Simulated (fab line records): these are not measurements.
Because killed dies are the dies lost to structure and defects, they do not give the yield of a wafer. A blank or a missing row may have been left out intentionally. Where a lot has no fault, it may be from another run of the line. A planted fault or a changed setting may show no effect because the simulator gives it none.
fab line records	flow nandHarc
record: lots: 24	wafers: 72	lastDay: 24
route steps=1159 shown A_CONTACT@871
lots with no fault: from the same line, run without faults
startH: start of the lot's first displayed wafer, in hours after the record's first day	waitH: time in hours since the lot's previous step	" the same as in the row above	L1.1+2: several wafers, shown together as one row	- no value present, or no start provided	* or withheld: withheld	< > ~ a bound
route shown NAME@n: NAME is a module with steps in the file, n the number in the route of the first one	usual: the fault-free wafers' mean and standard deviation	same: alike in all rows	chamber/n: place in a boat	sites: readings site by site	_std_site: their standard deviation	_edge_site: inner sites' mean taken away from outer sites' mean	radiusMm: how far each site lies from the wafer's centre	mask NAME#n: copy n	behind: the most recent tool/chamber to have shaped the wafer	hold: why the lot was held/for how many hours/how that ended	device: which transistor (n, p or np) failed to switch	end of line: tests of these same wafers at the route's end	for a step that has no rows: nothing shown but its recipe	killed: dies that structure and defects cost at the first sort, which is not the same as the wafer's yield	map: dies across one wafer; x = killed, . = not, _ = none there
set.NAME: setting as actually run; set.NAME@STEP: the setting as run at that earlier step	model.NAME: the simulator's own value behind a step, which no gauge read
steps of the route over a sample of lots; a table a step, a row a wafer
services: when a tool's chamber went out of use (startH, in hours from the record's first day, below 0 if earlier), for how many hours, and the reason
== steps ==
step: NHARC_A_CONTACT_ETCH_120
recipe: sourceW: withheld	pressureMtorr: 20	biasV: 3000	timeS: 94	targetDepthA: 9220	arFlowSccm: withheld	c4f8FlowSccm: withheld	o2FlowSccm: withheld	chemistry: C4F8/O2/Ar
lot.wafer	tool	chamber	startH	waitH	rfHoursCounterH
L075.2	harCapEtch-02	1	379.90	0.1	8
L075.1	"	0	"	"	8
L075.4	"	0	"	"	-
L076.1	harCapEtch-03	1	380.85	0.1	83
L076.3	"	1	"	"	-
L076.5	"	1	"	"	-
L078.2	harCapEtch-01	0	384.85	0.1	58
L078.4	"	1	"	"	-
L078.5	"	1	"	"	-
L074.1	harCapEtch-02	0	385.50	0.1	10
L074.4	"	1	"	"	-
L074.6	"	1	"	"	-
L079.3	harCapEtch-03	0	398.66	0.1	-
L079.6	"	1	"	"	-
L079.5	"	0	"	"	-
L077.3	harCapEtch-01	0	401.81	0.1	-
L077.6	"	0	"	"	-
L077.5	"	1	"	"	-
L080.1	harCapEtch-01	0	410.06	0.1	63
L080.3	"	1	"	"	-
L080.5	"	1	"	"	-
L081.2	harCapEtch-02	0	416.82	0.1	15
L081.3	"	1	"	"	-
L081.5	"	1	"	"	-
L082.1	harCapEtch-01	1	423.78	0.1	65
L082.4	"	0	"	"	-
L082.5	"	1	"	"	-
L083.2	harCapEtch-02	0	424.30	0.1	16
L083.4	"	1	"	"	-
L083.6	"	0	"	"	-
L084.2	harCapEtch-02	1	428.26	0.1	17
L084.4	"	0	"	"	-
L084.6	"	0	"	"	-
L085.4	harCapEtch-01	1	439.85	0.1	-
L085.6	"	0	"	"	-
L085.5	"	1	"	"	-
L086.2	harCapEtch-02	1	440.77	0.1	20
L086.4	"	1	"	"	-
L086.6	"	0	"	"	-
L087.2	harCapEtch-02	0	446.87	0.1	21
L087.1	"	1	"	"	21
L087.4	"	0	"	"	-
L089.1	harCapEtch-01	1	451.63	0.1	71
L089.4	"	0	"	"	-
L089.5	"	0	"	"	-
L088.1	harCapEtch-02	1	452.89	0.1	22
L088.5	"	0	"	"	-
L088.6	"	1	"	"	-
L091.1	harCapEtch-03	1	464.76	0.1	99
L091.2	"	0	"	"	99
L091.3	"	1	"	"	-
L090.3	harCapEtch-01	1	467.18	0.1	-
L090.4	"	0	"	"	-
L090.6	"	1	"	"	-
L092.3	harCapEtch-03	1	469.43	0.1	-
L092.4	"	0	"	"	-
L092.5	"	1	"	"	-
L095.2	harCapEtch-01	1	483.13	0.1	77
L095.5	"	0	"	"	-
L095.6	"	1	"	"	-
L093.2	harCapEtch-02	0	484.86	0.1	29
L093.3	"	1	"	"	-
L093.5	"	0	"	"	-
L094.1	harCapEtch-01	1	492.12	0.1	78
L094.4	"	0	"	"	-
L094.6	"	1	"	"	-
L096.3	harCapEtch-02	1	499.25	0.1	-
L096.5	"	1	"	"	-
L096.6	"	0	"	"	-
L097.1	harCapEtch-02	0	505.95	0.1	33
L097.2	"	1	"	"	33
L097.4	"	0	"	"	-
step: NHARC_A_CONTACT_ETCH_122
recipe: sourceW: withheld	pressureMtorr: 20	biasV: 3000	timeS: 95	targetDepthA: 9300	arFlowSccm: withheld	c4f8FlowSccm: withheld	o2FlowSccm: withheld	chemistry: C4F8/O2/Ar
lot.wafer	tool	chamber	startH	waitH	rfHoursCounterH
L075.2	harCapEtch-02	1	380.08	0.1	9
L075.1	"	0	"	"	9
L075.4	"	0	"	"	-
L076.1	harCapEtch-03	1	381.03	0.1	83
L076.3	"	1	"	"	-
L076.5	"	1	"	"	-
L078.2	harCapEtch-01	0	385.03	0.1	58
L078.4	"	1	"	"	-
L078.5	"	1	"	"	-
L074.1	harCapEtch-02	0	385.68	0.1	10
L074.4	"	1	"	"	-
L074.6	"	1	"	"	-
L079.3	harCapEtch-03	0	398.84	0.1	-
L079.6	"	1	"	"	-
L079.5	"	0	"	"	-
L077.3	harCapEtch-01	0	401.99	0.1	-
L077.6	"	0	"	"	-
L077.5	"	1	"	"	-
L080.1	harCapEtch-01	0	410.24	0.1	63
L080.3	"	1	"	"	-
L080.5	"	1	"	"	-
L081.2	harCapEtch-02	0	417.00	0.1	15
L081.3	"	1	"	"	-
L081.5	"	1	"	"	-
L082.1	harCapEtch-01	1	423.96	0.1	65
L082.4	"	0	"	"	-
L082.5	"	1	"	"	-
L083.2	harCapEtch-02	0	424.48	0.1	16
L083.4	"	1	"	"	-
L083.6	"	0	"	"	-
L084.2	harCapEtch-02	1	428.44	0.1	18
L084.4	"	0	"	"	-
L084.6	"	0	"	"	-
L085.4	harCapEtch-01	1	440.03	0.1	-
L085.6	"	0	"	"	-
L085.5	"	1	"	"	-
L086.2	harCapEtch-02	1	441.01	0.1	20
L086.4	"	1	"	"	-
L086.6	"	0	"	"	-
L087.2	harCapEtch-02	0	447.11	0.1	21
L087.1	"	1	"	"	21
L087.4	"	0	"	"	-
L089.1	harCapEtch-01	1	451.81	0.1	71
L089.4	"	0	"	"	-
L089.5	"	0	"	"	-
L088.1	harCapEtch-02	1	453.07	0.1	23
L088.5	"	0	"	"	-
L088.6	"	1	"	"	-
L091.1	harCapEtch-03	1	464.94	0.1	99
L091.2	"	0	"	"	99
L091.3	"	1	"	"	-
L090.3	harCapEtch-01	1	467.36	0.1	-
L090.4	"	0	"	"	-
L090.6	"	1	"	"	-
L092.3	harCapEtch-03	1	469.61	0.1	-
L092.4	"	0	"	"	-
L092.5	"	1	"	"	-
L095.2	harCapEtch-01	1	483.45	0.1	77
L095.5	"	0	"	"	-
L095.6	"	1	"	"	-
L093.2	harCapEtch-02	0	485.04	0.1	29
L093.3	"	1	"	"	-
L093.5	"	0	"	"	-
L094.1	harCapEtch-01	1	492.31	0.1	78
L094.4	"	0	"	"	-
L094.6	"	1	"	"	-
L096.3	harCapEtch-02	1	499.43	0.1	-
L096.5	"	1	"	"	-
L096.6	"	0	"	"	-
L097.1	harCapEtch-02	0	506.13	0.1	33
L097.2	"	1	"	"	33
L097.4	"	0	"	"	-
step: NHARC_A_CONTACT_ETCH_126
recipe: sourceW: withheld	pressureMtorr: 20	biasV: 1200	timeS: 155	targetDepthA: 9560	arFlowSccm: withheld	c4f8FlowSccm: withheld	o2FlowSccm: withheld	chemistry: C4F8/O2/Ar
lot.wafer	tool	chamber	startH	waitH	rfHoursCounterH
L075.2	harCapEtch-03	0	386.07	0.1	83
L075.1	"	1	"	"	83
L075.4	"	1	"	"	-
L076.1	harCapEtch-01	0	387.15	0.1	58
L076.3	"	0	"	"	-
L076.5	"	0	"	"	-
L078.2	harCapEtch-02	1	391.02	0.1	10
L078.4	"	0	"	"	-
L078.5	"	1	"	"	-
L074.1	harCapEtch-03	0	392.08	0.1	85
L074.4	"	1	"	"	-
L074.6	"	0	"	"	-
L079.3	harCapEtch-03	1	406.95	0.1	-
L079.6	"	1	"	"	-
L079.5	"	0	"	"	-
L077.3	harCapEtch-02	1	408.37	0.1	-
L077.6	"	1	"	"	-
L077.5	"	0	"	"	-
L080.1	harCapEtch-03	0	417.91	0.1	89
L080.3	"	0	"	"	-
L080.5	"	0	"	"	-
L081.2	harCapEtch-03	0	424.66	0.1	91
L081.3	"	1	"	"	-
L081.5	"	0	"	"	-
L082.1	harCapEtch-01	0	434.03	0.1	66
L082.4	"	1	"	"	-
L082.5	"	1	"	"	-
L083.2	harCapEtch-02	0	434.42	0.1	18
L083.4	"	0	"	"	-
L083.6	"	0	"	"	-
L084.2	harCapEtch-03	0	434.91	0.1	93
L084.4	"	0	"	"	-
L084.6	"	0	"	"	-
L085.4	harCapEtch-01	0	446.37	0.1	-
L085.6	"	0	"	"	-
L085.5	"	1	"	"	-
L086.2	harCapEtch-03	0	447.38	0.1	95
L086.4	"	0	"	"	-
L086.6	"	1	"	"	-
L087.1	harCapEtch-01	0	454.50	0.1	72
L087.2	"	1	"	"	72
L087.4	"	0	"	"	-
L089.1	harCapEtch-03	1	458.14	0.1	97
L089.4	"	0	"	"	-
L089.5	"	1	"	"	-
L088.1	harCapEtch-02	0	460.00	0.1	24
L088.5	"	0	"	"	-
L088.6	"	1	"	"	-
L091.1	harCapEtch-02	1	471.50	0.1	27
L091.2	"	0	"	"	27
L091.3	"	1	"	"	-
L090.4	harCapEtch-01	1	473.27	0.1	-
L090.3	"	0	"	"	-
L090.6	"	1	"	"	-
L092.4	harCapEtch-03	0	475.68	0.1	-
L092.3	"	1	"	"	-
L092.5	"	1	"	"	-
L095.2	harCapEtch-02	1	492.61	0.1	30
L095.6	"	1	"	"	-
L095.5	"	0	"	"	-
L093.2	harCapEtch-03	1	492.74	0.1	104
L093.3	"	0	"	"	-
L093.5	"	1	"	"	-
L094.1	harCapEtch-01	0	498.29	0.1	79
L094.4	"	0	"	"	-
L094.6	"	0	"	"	-
L096.3	harCapEtch-01	0	508.83	0.1	-
L096.6	"	1	"	"	-
L096.5	"	0	"	"	-
L097.1	harCapEtch-02	0	512.41	0.1	34
L097.2	"	1	"	"	34
L097.4	"	0	"	"	-
step: NHARC_A_CONTACT_ETCH_129
recipe: sourceW: withheld	pressureMtorr: 20	biasV: 1200	timeS: 155	targetDepthA: 9560	arFlowSccm: withheld	c4f8FlowSccm: withheld	o2FlowSccm: withheld	chemistry: C4F8/O2/Ar
lot.wafer	tool	chamber	startH	waitH	rfHoursCounterH
L075.2	harCapEtch-03	0	386.50	0.1	84
L075.1	"	1	"	"	84
L075.4	"	1	"	"	-
L076.1	harCapEtch-01	0	387.58	0.1	59
L076.3	"	0	"	"	-
L076.5	"	0	"	"	-
L078.2	harCapEtch-02	1	391.45	0.1	11
L078.4	"	0	"	"	-
L078.5	"	1	"	"	-
L074.1	harCapEtch-03	0	392.50	0.1	85
L074.4	"	1	"	"	-
L074.6	"	0	"	"	-
L079.3	harCapEtch-03	1	407.38	0.1	-
L079.6	"	1	"	"	-
L079.5	"	0	"	"	-
L077.3	harCapEtch-02	1	408.79	0.1	-
L077.6	"	1	"	"	-
L077.5	"	0	"	"	-
L080.1	harCapEtch-03	0	418.34	0.1	90
L080.3	"	0	"	"	-
L080.5	"	0	"	"	-
L081.2	harCapEtch-03	0	425.08	0.1	91
L081.3	"	1	"	"	-
L081.5	"	0	"	"	-
L082.1	harCapEtch-01	0	434.45	0.1	66
L082.4	"	1	"	"	-
L082.5	"	1	"	"	-
L083.2	harCapEtch-02	0	434.84	0.1	19
L083.4	"	0	"	"	-
L083.6	"	0	"	"	-
L084.2	harCapEtch-03	0	435.33	0.1	93
L084.4	"	0	"	"	-
L084.6	"	0	"	"	-
L085.4	harCapEtch-01	0	446.79	0.1	-
L085.6	"	0	"	"	-
L085.5	"	1	"	"	-
L086.2	harCapEtch-03	0	447.80	0.1	96
L086.4	"	0	"	"	-
L086.6	"	1	"	"	-
L087.1	harCapEtch-01	0	454.93	0.1	72
L087.2	"	1	"	"	72
L087.4	"	0	"	"	-
L089.1	harCapEtch-03	1	458.56	0.1	98
L089.4	"	0	"	"	-
L089.5	"	1	"	"	-
L088.1	harCapEtch-02	0	460.42	0.1	24
L088.5	"	0	"	"	-
L088.6	"	1	"	"	-
L091.1	harCapEtch-02	1	471.93	0.1	27
L091.2	"	0	"	"	27
L091.3	"	1	"	"	-
L090.4	harCapEtch-01	1	473.70	0.1	-
L090.3	"	0	"	"	-
L090.6	"	1	"	"	-
L092.4	harCapEtch-03	0	476.11	0.1	-
L092.3	"	1	"	"	-
L092.5	"	1	"	"	-
L095.2	harCapEtch-02	1	493.03	0.1	30
L095.6	"	1	"	"	-
L095.5	"	0	"	"	-
L093.2	harCapEtch-03	1	493.16	0.1	104
L093.3	"	0	"	"	-
L093.5	"	1	"	"	-
L094.1	harCapEtch-01	0	498.71	0.1	79
L094.4	"	0	"	"	-
L094.6	"	0	"	"	-
L096.3	harCapEtch-01	0	509.25	0.1	-
L096.6	"	1	"	"	-
L096.5	"	0	"	"	-
L097.1	harCapEtch-02	0	512.83	0.1	34
L097.2	"	1	"	"	34
L097.4	"	0	"	"	-
step: NHARC_A_CONTACT_ETCH_97
recipe: targetDepthA: 200	overEtchFrac: 0.5	timeS: 10	ionEnergyEv: 250	c4f6FlowSccm: 25	o2FlowSccm: 20	arFlowSccm: 500	rfW: 600	biasW: 500	chemistry: C4F6/O2
usual: drypumpMotorCurrentA: 5.7/0.47	oesProductAu: 0.962/0.024	rfVppV: 548/3.6	showerheadPlenumPTorr: 3.97/0.18	throttleValvePct: 26.904/0.0099
lot.wafer	tool	chamber	startH	waitH	drypumpMotorCurrentA	oesProductAu	rfHoursCounterH	rfVppV	showerheadPlenumPTorr	throttleValvePct
L075.2	rieDiel-06	2	-	-	5.3	0.957	29	552	4.16	26.915
L075.4	"	0	"	"	5.5	0.942	27	541	3.64	26.895
L075.1	"	1	"	"	5.5	0.949	25	548	3.94	26.904
L076.1	rieDiel-06	3	-	-	6.4	0.947	27	546	3.88	26.900
L076.3	"	1	"	"	5.4	0.954	25	547	3.94	26.915
L076.5	"	2	"	"	5.3	0.965	-	551	4.16	26.885
L078.2	rieDiel-06	0	-	-	5.5	0.941	28	543	3.64	26.910
L078.4	"	2	"	"	5.3	0.957	31	550	4.16	26.901
L078.5	"	3	"	"	6.4	0.927	-	546	3.88	26.906
L074.4	rieDiel-06	1	-	-	5.4	1.007	26	545	3.94	26.888
L074.1	"	3	"	"	6.4	0.997	28	546	3.88	26.898
L074.6	"	2	"	"	5.3	1.018	-	552	4.16	26.898
L079.3	rieDiel-11	2	408.63	0.1	5.9	0.948	11	552	4.18	26.905
L079.5	"	2	"	"	5.9	0.931	-	551	4.18	26.906
L079.6	"	0	"	"	6.5	0.943	-	552	4.18	26.927
L077.3	rieDiel-06	0	-	-	5.5	0.991	31	542	3.64	26.902
L077.6	"	0	"	"	5.5	0.991	-	540	3.64	26.890
L077.5	"	1	"	"	5.4	0.988	-	545	3.93	26.897
L080.1	rieDiel-09	2	420.88	0.2	5.5	0.999	61	547	3.89	26.909
L080.3	"	3	"	"	5.7	1.020	49	544	3.68	26.889
L080.5	"	2	"	"	5.5	1.009	-	546	3.89	26.910
L081.2	rieDiel-09	2	426.39	0.1	5.5	0.949	64	546	3.89	26.896
L081.3	"	3	"	"	5.7	0.966	52	542	3.68	26.895
L081.5	"	3	"	"	5.7	0.966	-	544	3.68	26.906
L082.1	rieDiel-06	1	-	-	5.4	0.952	2	546	3.93	26.896
L082.4	"	0	"	"	5.5	0.943	2	553	4.23	26.904
L082.5	"	1	"	"	5.4	0.952	-	547	3.93	26.916
L083.4	rieDiel-06	1	-	-	5.5	0.950	2	547	3.93	26.904
L083.2	"	2	"	"	5.3	0.961	2	552	4.15	26.913
L083.6	"	0	"	"	5.5	0.954	-	553	4.23	26.911
L084.2	rieDiel-06	3	-	-	6.4	0.946	2	546	3.88	26.916
L084.4	"	0	"	"	5.5	0.940	2	552	4.23	26.882
L084.6	"	1	"	"	5.5	0.951	-	546	3.93	26.909
L085.4	rieDiel-06	1	448.06	0.1	5.5	0.994	-	548	3.93	26.897
L085.5	"	2	"	"	5.3	0.998	-	551	4.15	26.912
L085.6	"	3	"	"	6.4	0.999	-	546	3.88	26.898
L086.2	rieDiel-06	1	449.10	0.1	5.4	0.954	6	547	3.93	26.891
L086.4	"	3	"	"	6.4	0.949	-	545	3.88	26.904
L086.6	"	2	"	"	5.3	0.950	-	552	4.15	26.912
L087.4	rieDiel-11	3	-	-	5.5	0.949	34	549	3.99	26.898
L087.2	"	0	"	"	6.5	0.944	32	551	4.17	26.893
L087.1	"	1	"	"	6.0	0.934	31	541	3.70	26.908
L089.1	rieDiel-09	2	-	-	5.5	0.993	7	547	3.89	26.917
L089.4	"	3	"	"	5.7	1.010	6	540	3.68	26.890
L089.5	"	2	"	"	5.5	0.988	-	547	3.89	26.897
L088.1	rieDiel-06	1	-	-	5.4	0.976	8	549	3.93	26.901
L088.6	"	3	"	"	6.4	0.959	-	547	3.87	26.899
L088.5	"	0	"	"	5.5	0.963	-	552	4.22	26.874
L091.1	rieDiel-06	3	-	-	6.4	0.932	12	547	3.87	26.907
L091.3	"	0	"	"	5.5	0.942	11	555	4.22	26.898
L091.2	"	2	"	"	5.3	0.965	11	551	4.15	26.912
L090.3	rieDiel-06	1	-	-	5.4	0.941	13	546	3.93	26.887
L090.4	"	2	"	"	5.3	0.961	12	552	4.15	26.912
L090.6	"	1	"	"	5.5	0.949	-	546	3.93	26.910
L092.4	rieDiel-06	3	-	-	6.4	0.958	12	545	3.87	26.890
L092.3	"	1	"	"	5.4	0.959	13	546	3.93	26.918
L092.5	"	3	"	"	6.4	0.955	-	545	3.87	26.900
L095.2	rieDiel-09	2	-	-	5.5	0.940	18	547	3.88	26.911
L095.6	"	3	"	"	5.7	0.942	-	540	3.67	26.912
L095.5	"	0	"	"	5.5	0.958	-	546	3.81	26.903
L093.3	rieDiel-06	3	-	-	6.4	0.949	15	547	3.87	26.907
L093.2	"	0	"	"	5.5	0.934	14	553	4.22	26.898
L093.5	"	1	"	"	5.4	0.936	-	549	3.92	26.898
L094.4	rieDiel-11	3	-	-	5.5	1.002	52	548	3.98	26.912
L094.1	"	1	"	"	5.9	0.993	45	542	3.69	26.913
L094.6	"	0	"	"	6.4	0.976	-	550	4.16	26.909
L096.3	rieDiel-11	0	510.48	0.1	6.5	0.934	53	552	4.15	26.906
L096.6	"	0	"	"	6.5	0.935	-	550	4.15	26.921
L096.5	"	1	"	"	6.0	0.954	-	541	3.68	26.892
L097.1	rieDiel-11	1	514.18	0.2	6.0	0.963	51	542	3.68	26.911
L097.2	"	0	"	"	6.5	0.955	55	551	4.15	26.899
L097.4	"	2	"	"	5.9	0.969	-	550	4.16	26.900
step: NHARC_A_CONTACT_STRIP_82
recipe: o2FlowSccm: 500	arFlowSccm: 0	biasW: 0	chemistry: O2
usual: drypumpMotorCurrentA: 5.7/0.47	oesProductAu: 0.999/0.0082	rfVppV: 57.9/1	showerheadPlenumPTorr: 3.57/0.17	throttleValvePct: 17.036/0.01
lot.wafer	tool	chamber	startH	waitH	drypumpMotorCurrentA	oesProductAu	rfHoursCounterH	rfVppV	showerheadPlenumPTorr	throttleValvePct
L075.1	rieDiel-06	2	-	-	5.3	1.000	29	58.9	3.74	17.049
L075.2	"	3	"	"	6.4	0.989	27	57.1	3.49	17.051
L075.4	"	1	"	"	5.4	0.989	25	57.9	3.54	17.047
L076.1	rieDiel-06	0	-	-	5.5	0.985	27	55.7	3.27	17.041
L076.3	"	1	"	"	5.4	1.004	25	58.6	3.54	17.023
L076.5	"	2	"	"	5.3	1.000	-	58.6	3.74	17.038
L078.4	rieDiel-11	1	-	-	5.9	1.001	7	58.2	3.33	17.029
L078.2	"	2	"	"	5.9	0.995	6	59.2	3.77	17.047
L078.5	"	0	"	"	6.5	0.986	-	60.6	3.77	17.053
L074.1	rieDiel-11	3	-	-	5.5	1.006	8	58.5	3.60	17.048
L074.4	"	1	"	"	5.9	1.004	7	57.1	3.33	17.047
L074.6	"	3	"	"	5.5	1.003	-	58.2	3.60	17.040
L079.3	rieDiel-11	3	-	-	5.5	1.002	11	59.5	3.60	17.036
L079.6	"	3	"	"	5.5	1.006	-	58.7	3.60	17.025
L079.5	"	0	"	"	6.5	0.997	-	58.6	3.76	17.047
L077.3	rieDiel-06	3	-	-	6.4	1.005	30	58.9	3.49	17.029
L077.5	"	1	"	"	5.4	0.996	-	57.7	3.54	17.044
L077.6	"	2	"	"	5.3	1.009	-	58.4	3.74	17.023
L080.3	rieDiel-09	2	-	-	5.5	0.997	62	57.4	3.50	17.027
L080.1	"	3	"	"	5.7	1.019	50	57.2	3.31	17.037
L080.5	"	3	"	"	5.7	1.008	-	57.9	3.31	17.040
L081.3	rieDiel-09	3	-	-	5.7	1.014	52	57.5	3.31	17.038
L081.2	"	1	"	"	4.8	1.005	64	58.5	3.64	17.032
L081.5	"	2	"	"	5.5	1.007	-	57.4	3.50	17.024
L082.4	rieDiel-06	0	-	-	5.5	0.997	2	60.0	3.81	17.056
L082.1	"	2	"	"	5.3	0.996	2	57.1	3.74	17.037
L082.5	"	1	"	"	5.4	0.993	-	56.0	3.54	17.041
L083.4	rieDiel-11	0	-	-	6.5	0.984	24	57.9	3.76	17.033
L083.2	"	2	"	"	6.0	1.010	25	59.3	3.76	17.030
L083.6	"	1	"	"	5.9	1.004	-	57.2	3.32	17.022
L084.2	rieDiel-06	1	-	-	5.4	1.006	2	57.9	3.54	17.035
L084.4	"	2	"	"	5.3	1.010	2	59.4	3.74	17.038
L084.6	"	1	"	"	5.5	0.993	-	57.4	3.54	17.042
L085.4	rieDiel-11	0	-	-	6.5	0.996	28	60.2	3.76	17.047
L085.6	"	1	"	"	6.0	0.999	-	57.8	3.32	17.030
L085.5	"	2	"	"	5.9	1.002	-	58.2	3.76	17.051
L086.2	rieDiel-06	2	-	-	5.3	0.994	6	58.4	3.74	17.021
L086.4	"	3	"	"	6.4	1.007	-	57.8	3.48	17.043
L086.6	"	2	"	"	5.3	1.001	-	57.5	3.74	17.034
L087.2	rieDiel-06	3	-	-	6.5	0.979	7	57.3	3.48	17.030
L087.4	"	0	"	"	5.5	0.999	6	59.8	3.80	17.041
L087.1	"	1	"	"	5.4	1.001	7	58.1	3.53	17.054
L089.1	rieDiel-09	3	-	-	5.7	1.009	6	57.8	3.30	17.034
L089.4	"	2	"	"	5.5	0.992	7	56.5	3.49	17.037
L089.5	"	0	"	"	5.5	0.996	-	57.2	3.43	17.044
L088.1	rieDiel-06	1	-	-	5.4	1.005	8	59.3	3.53	17.028
L088.5	"	0	"	"	5.5	1.004	-	59.3	3.80	17.038
L088.6	"	1	"	"	5.4	1.001	-	57.1	3.53	17.045
L091.3	rieDiel-09	3	-	-	5.7	1.005	10	58.2	3.30	17.025
L091.1	"	0	"	"	5.4	0.994	12	57.7	3.43	17.012
L091.2	"	1	"	"	4.8	0.983	13	57.0	3.63	17.034
L090.4	rieDiel-06	1	-	-	5.4	1.004	13	58.6	3.53	17.042
L090.3	"	2	"	"	5.3	1.025	12	58.7	3.73	17.041
L090.6	"	3	"	"	6.4	1.007	-	57.7	3.48	17.036
L092.3	rieDiel-06	0	-	-	5.5	0.999	11	58.6	3.80	17.023
L092.4	"	1	"	"	5.4	1.007	13	56.4	3.53	17.049
L092.5	"	0	"	"	5.5	1.004	-	57.3	3.80	17.045
L095.2	rieDiel-09	0	-	-	5.4	1.002	17	58.1	3.42	17.038
L095.6	"	1	"	"	4.7	0.992	-	56.1	3.62	17.036
L095.5	"	2	"	"	5.5	0.987	-	57.0	3.49	17.031
L093.3	rieDiel-06	0	-	-	5.5	0.994	14	58.1	3.80	17.044
L093.2	"	1	"	"	5.5	1.003	16	58.1	3.53	17.033
L093.5	"	3	"	"	6.4	1.003	-	57.1	3.48	17.032
L094.1	rieDiel-09	3	-	-	5.7	1.005	18	57.2	3.30	17.038
L094.4	"	0	"	"	5.5	0.992	19	55.9	3.42	17.029
L094.6	"	3	"	"	5.7	0.997	-	56.2	3.30	17.026
L096.3	rieDiel-11	1	-	-	5.9	1.000	49	58.1	3.31	17.038
L096.5	"	2	"	"	5.9	1.003	-	60.2	3.74	17.030
L096.6	"	0	"	"	6.5	0.990	-	58.0	3.74	17.049
L097.2	rieDiel-09	1	-	-	4.8	0.999	25	58.3	3.62	17.045
L097.1	"	2	"	"	5.5	0.988	24	58.2	3.48	17.047
L097.4	"	3	"	"	5.7	1.003	21	58.2	3.29	17.032
== services ==
tool	chamber	startH	hours	kind
rieDiel-09	3	361.78	33.2	repair
rieDiel-11	-	366.57	9.0	pm
rieDiel-06	0	372.82	-	clean
rieDiel-06	1	372.82	-	clean
rieDiel-06	2	372.82	-	clean
rieDiel-06	3	372.82	-	clean
rieDiel-06	0	397.32	-	clean
rieDiel-06	1	397.32	-	clean
rieDiel-06	2	397.32	-	clean
rieDiel-06	3	397.32	-	clean
rieDiel-09	2	401.76	4.6	repair
rieDiel-09	0	414.73	17.9	repair
rieDiel-11	0	415.66	3.6	repair
rieDiel-06	-	418.20	9.0	pm
rieDiel-06	0	418.20	9.0	ventCycle
rieDiel-06	1	418.20	9.0	ventCycle
rieDiel-06	2	418.20	9.0	ventCycle
rieDiel-06	3	418.20	9.0	ventCycle
rieDiel-06	3	430.53	1.5	repair
rieDiel-09	-	431.22	9.0	pm
rieDiel-06	0	443.98	8.6	repair
rieDiel-06	2	502.43	5.0	repair
rieDiel-11	3	506.89	14.9	repair
rieDiel-06	0	508.47	4.6	repair
== key ==
fault none
